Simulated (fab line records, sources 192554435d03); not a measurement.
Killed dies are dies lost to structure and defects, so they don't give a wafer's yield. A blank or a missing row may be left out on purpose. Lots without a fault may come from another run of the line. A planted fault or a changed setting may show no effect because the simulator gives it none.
fab line records | flow n5_finfet
record lots=11 wafers=33 last_day=19
route steps=1938 shown BEOL_M2@926 BEOL_M3@934 BEOL_M4@1111 PASSIVATION@1936
lots that met no fault: from a run of the same line without faults
start_h: hours from the record's first day to the start of the lot's first wafer shown | wait_h: hours since the lot's step before | " the same as in the row above | L1.1+2: a row that stands for several wafers | - no value, or no start given | * or withheld: withheld | < > ~ a bound
route shown NAME@n: a module of which the file shows steps, and the number in the route of the first | usual: mean/standard deviation of fault-free wafers | same: alike in all rows | chamber/n: place in a boat | sites: the reading at each site | _std_site: their standard deviation | _edge_site: outer sites' mean less inner sites' | radius_mm: how far each site lies from the wafer's centre | mask NAME#n: copy n | behind: the tool/chamber that last shaped the wafer | hold: why the lot was held/for how many hours/how that ended | device: the transistor (n, p or np) that didn't switch | end of line: the same wafers' tests at the end of the route | a step without rows: its recipe alone | killed: dies lost to structure and defects at the first sort, not the wafer's yield | map: a wafer's dies, x killed, . not, _ none there
set.NAME: the setting as run; set.NAME@STEP: as run at that earlier step | model.NAME: the simulator's own value behind a step, which no gauge read
steps of the route over a sample of lots; a table a step, a row a wafer
services: from which hour (start_h, from the record's first day; less than 0 if before it) a tool's chamber was out of use, for how many hours, and why
## steps
# step N5_BEOL_M2_CO_CAP_55
# recipe material=Co target_thk_a=20 temp_c=200 precursor=CCTBA/H2 pressure_torr=30 time_s=102.1
# usual heater_power_w=228/16
# columns lot.wafer tool chamber start_h wait_h heater_power_w
L651.2 cvd_co-01 2 159.23 0.0 223
L651.3 " 1 " " 214
L651.6 " 1 " " 213
L652.2 cvd_co-01 2 170.14 0.0 219
L652.4 " 2 " " 219
L652.5 " 2 " " 216
L653.4 cvd_co-02 1 191.98 0.0 222
L653.5 " 2 " " 263
L653.6 " 0 " " 228
L656.1 cvd_co-02 0 199.33 0.0 226
L656.3 " 1 " " 227
L656.4 " 2 " " 265
L657.2 cvd_co-02 1 208.88 0.0 222
L657.5 " 0 " " 224
L657.6 " 1 " " 228
L655.4 cvd_co-01 0 224.02 0.0 223
L655.5 " 2 " " 217
L655.6 " 1 " " 212
L662.1 cvd_co-02 2 249.69 0.0 267
L662.4 " 1 " " 224
L662.5 " 0 " " 224
L663.4 cvd_co-02 0 255.97 0.0 228
L663.5 " 1 " " 225
L663.6 " 2 " " 259
L670.1 cvd_co-01 1 283.22 0.0 215
L670.2 " 2 " " 214
L670.5 " 2 " " 215
L672.1 cvd_co-02 1 295.27 0.0 222
L672.5 " 1 " " 231
L672.6 " 0 " " 230
L673.1 cvd_co-02 2 305.31 0.0 266
L673.2 " 0 " " 230
L673.3 " 1 " " 229
# step N5_BEOL_M3_HM_DEP_02
# recipe material=TiN target_thk_a=200 temp_c=25 chamber_pressure_pa=0.49996
# usual throttle_valve_pct=30.2/0.9
# columns lot.wafer tool chamber start_h wait_h throttle_valve_pct
L651.2 pvd_sputter-03 - 159.70 0.0 29.4
L651.3 " - " " 30.0
L651.6 " - " " 30.6
L652.2 pvd_sputter-01 - 170.58 0.0 31.0
L652.4 " - " " 30.7
L652.5 " - " " 29.0
L653.4 pvd_sputter-01 - 192.82 0.5 31.2
L653.5 " - " " 31.6
L653.6 " - " " 30.0
L656.1 pvd_sputter-01 - 199.74 0.0 28.9
L656.3 " - " " 31.2
L656.4 " - " " 30.0
L657.2 pvd_sputter-03 - 212.10 2.8 28.9
L657.5 " - " " 30.7
L657.6 " - " " 29.1
L655.4 pvd_sputter-03 - 224.44 0.1 29.5
L655.5 " - " " 30.1
L655.6 " - " " 30.9
L662.1 pvd_sputter-03 - 252.59 2.5 30.6
L662.4 " - " " 29.9
L662.5 " - " " 29.9
L663.4 pvd_sputter-01 - 256.95 0.6 30.9
L663.5 " - " " 31.2
L663.6 " - " " 30.2
L670.1 pvd_sputter-03 - 285.28 1.7 29.4
L670.2 " - " " 29.8
L670.5 " - " " 28.8
L672.1 pvd_sputter-02 - 297.08 1.4 30.5
L672.5 " - " " 31.0
L672.6 " - " " 30.3
L673.1 pvd_sputter-01 - 305.72 0.0 28.8
L673.2 " - " " 30.7
L673.3 " - " " 30.4
# step N5_BEOL_M3_COAT_61
# recipe resist=SOC temp_c=250 time_s=60 spin_rpm=1500 resist_thk_nm=60
# usual spin_speed_rpm=1499.9/1.1
# columns lot.wafer tool chamber start_h wait_h spin_speed_rpm
L651.2 litho_track-01 0 159.83 0.1 1498.6
L651.3 " 0 " " 1501.1
L651.6 " 0 " " 1498.9
L652.2 litho_track-01 0 170.71 0.1 1498.5
L652.4 " 0 " " 1498.6
L652.5 " 0 " " 1500.0
L653.4 litho_track-03 0 192.95 0.1 1499.9
L653.5 " 0 " " 1500.7
L653.6 " 0 " " 1501.4
L656.1 litho_track-01 0 199.87 0.1 1499.6
L656.3 " 0 " " 1498.1
L656.4 " 0 " " 1497.9
L657.2 litho_track-02 0 212.23 0.1 1498.8
L657.5 " 0 " " 1499.5
L657.6 " 0 " " 1498.8
L655.4 litho_track-02 0 224.57 0.1 1500.3
L655.5 " 0 " " 1501.3
L655.6 " 0 " " 1500.4
L662.1 litho_track-01 0 252.71 0.1 1439.6
L662.4 " 0 " " 1441.2
L662.5 " 0 " " 1440.4
L663.4 litho_track-01 0 257.07 0.1 1438.8
L663.5 " 0 " " 1439.7
L663.6 " 0 " " 1438.2
L670.1 litho_track-02 0 285.41 0.1 1500.1
L670.2 " 0 " " 1499.1
L670.5 " 0 " " 1501.7
L672.1 litho_track-03 0 297.20 0.1 1499.2
L672.5 " 0 " " 1499.8
L672.6 " 0 " " 1501.4
L673.1 litho_track-03 0 305.85 0.1 1500.2
L673.2 " 0 " " 1499.5
L673.3 " 0 " " 1498.7
# step N5_BEOL_M3_CD_MEAS_11
# recipe target_cd_nm=17.05 landing_energy_ev=500 detector=se_inlens polarity=opening
# usual cd_nm=17.00/0.27
# columns lot.wafer tool chamber start_h wait_h cd_nm
L651.2 cd_sem-01 0 160.22 - 16.82
L651.3 " 0 " " 17.41
L651.6 " 0 " " 17.10
L652.2 cd_sem-03 0 170.97 - 16.91
L652.4 " 0 " " 16.90
L652.5 " 0 " " 17.16
L653.4 cd_sem-01 0 193.34 - 17.27
L653.5 " 0 " " 16.90
L653.6 " 0 " " 17.24
L656.1 cd_sem-01 0 200.13 - 17.47
L656.3 " 0 " " 17.39
L656.4 " 0 " " 17.48
L657.2 cd_sem-01 0 212.50 - 17.30
L657.5 " 0 " " 16.44
L657.6 " 0 " " 16.89
L655.4 cd_sem-01 0 224.96 - 16.69
L655.5 " 0 " " 16.90
L655.6 " 0 " " 17.04
L662.1 cd_sem-03 0 252.98 - 16.76
L662.4 " 0 " " 16.84
L662.5 " 0 " " 17.19
L663.4 cd_sem-03 0 257.47 - 16.72
L663.5 " 0 " " 16.52
L663.6 " 0 " " 17.04
L670.1 cd_sem-02 0 285.67 - 16.74
L670.2 " 0 " " 16.62
L670.5 " 0 " " 16.69
L672.1 cd_sem-02 0 297.59 - 16.86
L672.5 " 0 " " 17.25
L672.6 " 0 " " 17.41
L673.1 cd_sem-02 0 306.23 - 17.30
L673.2 " 0 " " 16.73
L673.3 " 0 " " 16.92
# step N5_BEOL_M4_RC_MEAS_101
# usual DIBL_N=36.1/1.9 DIBL_P=36.1/2.4 IOFF_N=0.15/0.032 IOFF_P=0.21/0.036 ION_N=673/12 ION_P=463/7.6 SS_N=71.5/0.63 SS_P=73.1/0.65 VT_N=251/3.1 VT_P=-250/3.2
# columns lot.wafer tool chamber start_h wait_h DIBL_N[mV/V] DIBL_P[mV/V] IOFF_N[nA/um] IOFF_P[nA/um] ION_N[uA/um] ION_P[uA/um] SS_N[mV/dec] SS_P[mV/dec] VT_N[mV] VT_P[mV]
L651.2 prober-02 0 222.24 0.2 40.9 42.8 0.23 0.29 690 468 72.8 75.1 246 -246
L651.3 " 0 " " 39.8 41.1 0.23 0.26 686 462 72.7 74.3 245 -250
L651.6 " 0 " " 40.4 41.4 0.22 0.25 673 460 72.8 74.4 247 -250
L652.2 prober-02 0 250.42 0.2 37.5 36.6 0.18 0.25 687 478 72.1 73.1 247 -247
L652.4 " 0 " " 39.4 38.6 0.22 0.29 698 480 72.3 73.4 247 -246
L652.5 " 0 " " 38.0 37.5 0.19 0.26 678 471 72.5 74.3 245 -247
L653.4 prober-01 0 252.50 0.5 36.1 36.1 0.15 0.18 664 452 71.5 74.1 252 -254
L653.5 " 0 " " 36.1 36.4 0.13 0.18 658 453 71.5 73.6 253 -253
L653.6 " 0 " " 32.9 31.6 0.10 0.13 649 440 70.6 72.3 256 -259
L656.1 prober-01 0 258.11 0.0 35.8 35.1 0.13 0.20 658 457 71.8 73.2 253 -253
L656.3 " 0 " " 34.8 34.5 0.13 0.19 687 471 70.7 72.7 251 -251
L656.4 " 0 " " 37.6 37.9 0.18 0.25 688 471 71.8 73.7 248 -247
L657.2 prober-02 0 262.43 0.2 39.6 39.8 0.20 0.28 697 482 72.4 73.5 247 -246
L657.5 " 0 " " 38.0 37.3 0.16 0.22 693 468 71.1 72.6 249 -249
L657.6 " 0 " " 36.0 36.4 0.13 0.22 665 466 70.8 73.5 252 -246
L655.4 prober-01 0 266.53 0.5 36.4 37.3 0.16 0.22 674 461 72.7 73.3 251 -247
L655.5 " 0 " " 36.0 36.2 0.15 0.20 678 470 72.3 72.6 252 -251
L655.6 " 0 " " 36.7 37.5 0.17 0.22 683 468 72.2 73.2 248 -247
L662.1 prober-02 0 302.92 0.0 34.3 33.8 0.12 0.15 655 449 71.3 72.6 257 -256
L662.4 " 0 " " 37.0 37.7 0.17 0.21 677 456 71.9 73.0 252 -251
L662.5 " 0 " " 36.1 36.3 0.15 0.18 671 455 71.4 72.8 252 -255
L663.4 prober-02 0 309.13 0.5 35.0 34.0 0.13 0.18 681 470 70.8 72.6 253 -253
L663.5 " 0 " " 36.9 35.9 0.15 0.21 660 453 72.0 72.5 253 -251
L663.6 " 0 " " 35.4 33.5 0.13 0.18 670 458 71.0 72.5 250 -254
L670.1 prober-01 0 344.28 0.0 35.9 36.1 0.15 0.22 673 465 71.6 73.0 250 -251
L670.2 " 0 " " 36.0 36.8 0.15 0.24 685 476 71.4 73.6 250 -246
L670.5 " 0 " " 35.8 36.2 0.14 0.22 662 459 71.3 73.4 253 -250
L673.1 prober-01 0 361.95 0.0 36.0 38.2 0.16 0.22 676 464 71.4 73.3 253 -250
L673.2 " 0 " " 36.3 37.8 0.16 0.20 672 458 72.0 73.1 254 -249
L673.3 " 0 " " 37.1 38.4 0.18 0.22 672 462 72.2 73.3 252 -250
L672.1 prober-02 0 362.03 0.0 37.3 36.8 0.18 0.22 680 462 72.5 73.3 250 -248
L672.5 " 0 " " 36.7 37.6 0.17 0.24 677 469 71.2 72.6 248 -247
L672.6 " 0 " " 38.2 38.7 0.22 0.26 698 471 71.9 73.5 244 -245
# step N5_PASSIVATION_PROBE_49
# usual defect_limited_yield=91.4/1.2 killed_at_M0_to_M3=34/9.1 killed_at_M4_up=14/5.8 killed_at_contacts=13/6 killed_at_front_end=38/10 killed_at_other=3.2/2.7 killed_dies=102/14 killed_on_rim=13/3.6 killed_open=68/11 killed_short=32/7.2 sort_bin_5_function=5.1/0.83 sort_bin_6_memory=3.2/0.56 sort_bin_8_speed=0.01/0.064 sort_n_pass=1078/14 sort_yield_pct=91.4/1.2
# same gross_dies=1180 killed_at_back_side=0 sort_bin_4_leakage[%]=0
# columns lot.wafer tool chamber start_h wait_h defect_limited_yield[%] killed_at_M0_to_M3 killed_at_M4_up killed_at_contacts killed_at_front_end killed_at_other killed_dies killed_on_rim killed_open killed_short sort_bin_5_function[%] sort_bin_6_memory[%] sort_bin_8_speed[%] sort_n_pass sort_yield_pct[%]
L652.2 prober-02 - 350.99 0.1 92.7 28 18 14 25 1 86 11 64 22 4.3 2.9 0 1094 92.7
L652.4 prober-02 - 351.09 0.2 91.9 20 26 15 28 7 96 22 66 22 4.7 2.5 0 1084 91.9
L652.5 prober-02 - 351.14 0.2 93.4 17 13 19 29 0 78 6 52 24 3.9 2.7 0 1102 93.4
L653.4 prober-02 - 359.99 0.2 90.8 27 9 13 57 3 109 13 68 40 5.3 3.6 0 1071 90.8
L653.5 prober-02 - 360.04 0.2 88.9 56 6 4 62 3 131 17 98 33 6.9 3.8 0 1049 88.9
L653.6 prober-02 - 360.09 0.3 90.2 23 8 28 53 4 116 16 80 35 6.1 3.6 0.08 1063 90.1
L656.1 prober-02 - 370.02 0.0 92.9 31 11 6 35 1 84 6 61 21 4.6 2.1 0 1096 92.9
L656.3 prober-02 - 370.12 0.1 91.1 43 10 21 31 0 105 13 63 42 5.3 3.1 0 1075 91.1
L656.4 prober-02 - 370.17 0.2 93.1 34 10 4 34 0 82 8 61 20 4.0 2.9 0 1098 93.1
L657.2 prober-01 - 375.25 0.1 92.5 44 2 20 17 5 88 9 62 24 4.2 3.0 0 1092 92.5
L657.5 prober-01 - 375.40 0.2 92.0 35 3 20 30 6 94 6 70 24 4.7 3.1 0 1086 92.0
L657.6 prober-01 - 375.45 0.3 92.9 27 5 22 26 4 84 8 61 22 3.6 3.1 0 1096 92.9
L662.1 prober-02 - 424.21 0.0 90.6 36 15 13 44 3 111 18 81 29 5.0 4.2 0 1069 90.6
L662.4 prober-02 - 424.36 0.2 90.4 54 6 4 47 2 113 13 67 42 5.8 3.2 0 1067 90.4
L662.5 prober-02 - 424.41 0.2 90.8 34 6 8 54 6 108 12 76 31 4.6 4.1 0 1072 90.8
L663.4 prober-02 - 426.35 0.2 91.3 30 18 15 36 4 103 9 73 30 5.1 3.3 0 1077 91.3
L663.5 prober-02 - 426.40 0.2 90.6 33 22 10 44 2 111 14 67 39 5.2 3.4 0 1069 90.6
L663.6 prober-02 - 426.45 0.3 90.3 45 11 20 37 1 114 21 73 40 5.2 4.0 0 1066 90.3
# killed by level:class
L652.2 MOL_CONTACT_COAG:geometric_particle:open=12 STI_FIN_REVEAL:geometric_particle:open=10 BEOL_M4:geometric_particle:open=9 BEOL_M1:geometric_particle:open=6 BEOL_M2:geometric_particle:open=6 BEOL_M0_SAQP:geometric_particle:short=5 BEOL_M0_SAQP:geometric_particle:open=4 FIN_SAQP:geometric_particle:open=3
L652.4 MOL_CONTACT_COAG:geometric_particle:open=13 BEOL_M4:geometric_particle:open=7 BEOL_M4:geometric_particle:short=5 HKMG_FIN:area_etch=5 DUMMY_GATE:geometric_particle:open=4 FIN_SAQP:geometric_particle:open=4 STI_FIN_REVEAL:geometric_particle:open=4 BEOL_M2:geometric_particle:open=4
L652.5 MOL_CONTACT_COAG:geometric_particle:open=14 STI_FIN_REVEAL:geometric_particle:open=9 BEOL_M4:geometric_particle:open=6 MOL_CONTACT_COAG:geometric_particle:short=5 BEOL_M3:geometric_particle:open=5 BEOL_M0_SAQP:geometric_particle:short=4 BEOL_M0:geometric_particle:open=4 FIN_SAQP:geometric_particle:open=3
L653.4 FIN_SAQP:geometric_particle:open=20 BEOL_M0_SAQP:geometric_particle:short=13 MOL_CONTACT_COAG:geometric_particle:open=12 GATE_CUT:geometric_particle:short=9 FIN_SAQP:geometric_particle:short=8 BEOL_M0_SAQP:geometric_particle:open=5 ILD0:geometric_particle:short=4 STI_FIN_REVEAL:geometric_particle:open=4
L653.5 FIN_SAQP:geometric_particle:open=27 BEOL_M2:geometric_particle:open=16 STI_FIN_REVEAL:geometric_particle:open=15 BEOL_M1:geometric_particle:open=12 BEOL_M0_SAQP:geometric_particle:short=10 FIN_SAQP:geometric_particle:short=9 BEOL_M0_SAQP:geometric_particle:open=7 BEOL_M3:geometric_particle:open=5
L653.6 MOL_CONTACT_COAG:geometric_particle:open=24 FIN_SAQP:geometric_particle:open=21 FIN_SAQP:geometric_particle:short=12 BEOL_M0_SAQP:geometric_particle:short=6 BEOL_M0_SAQP:geometric_particle:open=5 BEOL_M2:geometric_particle:open=5 STI_FIN_REVEAL:geometric_particle:open=4 GATE_CUT:geometric_particle:short=4
L656.1 BEOL_M3:geometric_particle:open=18 GATE_CUT:geometric_particle:short=7 BEOL_M4:geometric_particle:open=6 DUMMY_GATE:geometric_particle:open=5 MOL_CONTACT_COAG:geometric_particle:open=5 FIN_SAQP:geometric_particle:open=4 STI_FIN_REVEAL:geometric_particle:open=4 BEOL_M0_SAQP:geometric_particle:open=4
L656.3 MOL_CONTACT_COAG:geometric_particle:open=15 BEOL_M3:geometric_particle:open=15 FIN_SAQP:geometric_particle:open=9 BEOL_M0_SAQP:geometric_particle:short=8 BEOL_M2:geometric_particle:short=6 MOL_CONTACT_COAG:geometric_particle:short=6 FIN_SAQP:geometric_particle:short=5 BEOL_M0_SAQP:geometric_particle:open=5
L656.4 BEOL_M3:geometric_particle:open=11 BEOL_M0_SAQP:geometric_particle:open=10 FIN_SAQP:geometric_particle:open=9 BEOL_M0_SAQP:geometric_particle:short=6 BEOL_M4:geometric_particle:open=5 STARTING-WAFER:geometric_particle:short=5 MOL_CONTACT_COAG:geometric_particle:open=4 FIN_CUT:geometric_particle:open=3
L657.2 MOL_CONTACT_COAG:geometric_particle:open=18 BEOL_M0_SAQP:geometric_particle:open=13 BEOL_M3:geometric_particle:open=11 BEOL_M0_SAQP:geometric_particle:short=9 STI_FIN_REVEAL:geometric_particle:open=6 BEOL_M2:geometric_particle:short=4 GATE_CUT:geometric_particle:short=3 STARTING-WAFER:geometric_particle:open=3
L657.5 MOL_CONTACT_COAG:geometric_particle:open=15 FIN_SAQP:geometric_particle:open=12 BEOL_M0_SAQP:geometric_particle:open=7 BEOL_M0_SAQP:geometric_particle:short=6 BEOL_M3:geometric_particle:open=6 STI_FIN_REVEAL:geometric_particle:open=5 MOL_CONTACT_COAG:geometric_particle:short=5 BEOL_M0:geometric_particle:open=5
L657.6 MOL_CONTACT_COAG:geometric_particle:open=18 FIN_SAQP:geometric_particle:open=8 BEOL_M0_SAQP:geometric_particle:open=6 BEOL_M0_SAQP:geometric_particle:short=5 BEOL_M2:geometric_particle:open=5 STARTING-WAFER:geometric_particle:open=5 GATE_CUT:geometric_particle:short=4 MOL_CONTACT_COAG:geometric_particle:short=4
L662.1 STI_FIN_REVEAL:geometric_particle:open=19 MOL_CONTACT_COAG:geometric_particle:open=13 BEOL_M0_SAQP:geometric_particle:open=9 BEOL_M0_SAQP:geometric_particle:short=8 BEOL_M3:geometric_particle:open=8 DUMMY_GATE:geometric_particle:open=6 FIN_SAQP:geometric_particle:open=4 FIN_SAQP:geometric_particle:short=4
L662.4 BEOL_M0_SAQP:geometric_particle:short=14 BEOL_M1:geometric_particle:open=13 BEOL_M0_SAQP:geometric_particle:open=10 FIN_SAQP:geometric_particle:open=9 STI_FIN_REVEAL:geometric_particle:open=6 STARTING-WAFER:geometric_particle:open=6 STI_FIN_REVEAL:geometric_particle:short=4 BEOL_M3:geometric_particle:open=4
L662.5 STI_FIN_REVEAL:geometric_particle:open=13 FIN_SAQP:geometric_particle:open=9 BEOL_M0_SAQP:geometric_particle:open=9 DUMMY_GATE:geometric_particle:open=8 MOL_CONTACT_COAG:geometric_particle:open=8 FIN_SAQP:geometric_particle:short=6 BEOL_M1:geometric_particle:open=6 BEOL_M0_SAQP:geometric_particle:short=5
L663.4 STI_FIN_REVEAL:geometric_particle:open=12 BEOL_M4:geometric_particle:open=12 MOL_CONTACT_COAG:geometric_particle:open=11 BEOL_M2:geometric_particle:open=7 FIN_SAQP:geometric_particle:open=4 BEOL_M0_SAQP:geometric_particle:short=4 ILD0:geometric_particle:open=4 GATE_CUT:geometric_particle:short=4
L663.5 BEOL_M4:geometric_particle:open=10 MOL_CONTACT_COAG:geometric_particle:open=8 STI_FIN_REVEAL:geometric_particle:open=7 BEOL_M0_SAQP:geometric_particle:short=7 BEOL_M2:geometric_particle:open=7 FIN_SAQP:geometric_particle:short=5 HKMG_FIN:area_etch=5 SPACER0:geometric_particle:open=4
L663.6 MOL_CONTACT_COAG:geometric_particle:open=18 BEOL_M2:geometric_particle:open=15 BEOL_M0_SAQP:geometric_particle:short=13 BEOL_M0_SAQP:geometric_particle:open=10 STI_FIN_REVEAL:geometric_particle:open=6 DUMMY_GATE:geometric_particle:open=5 GATE_CUT:geometric_particle:short=5 BEOL_M4:geometric_particle:open=5
## services
# columns tool chamber start_h hours kind
pvd_sputter-01 - 135.57 1.6 repair
cvd_co-02 2 141.90 3.4 repair
cvd_co-02 - 144.60 2.8 pm
cvd_co-01 0 158.96 11.1 repair
pvd_sputter-03 - 167.47 4.4 repair
pvd_sputter-01 - 182.51 0.9 repair
pvd_sputter-02 - 207.22 9.9 repair
pvd_sputter-01 - 209.23 5.5 repair
cvd_co-02 2 242.88 5.3 repair
cvd_co-02 2 288.23 7.8 repair
pvd_sputter-03 - 296.52 4.4 repair
## key
first_sign step=N5_BEOL_M3_COAT_61 reading=spin_speed_rpm direction=down sigmas=57 usual=* struck=*
effect none on later readings
met_at N5_BEOL_M3_COAT_61
struck_lots L662,L663
not_acting_at N5_BEOL_M2_CO_CAP_55,N5_BEOL_M3_HM_DEP_02,N5_BEOL_M3_CD_MEAS_11
onset_between 199.87 252.71
fault kind=process_parameter_drift tool=litho_track-01 chamber=- onset_h=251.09 steps=N5_BEOL_M3_COAT_61 channel=spin_rpm offset=* shape=step end_h=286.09 acts_in=* stated=*
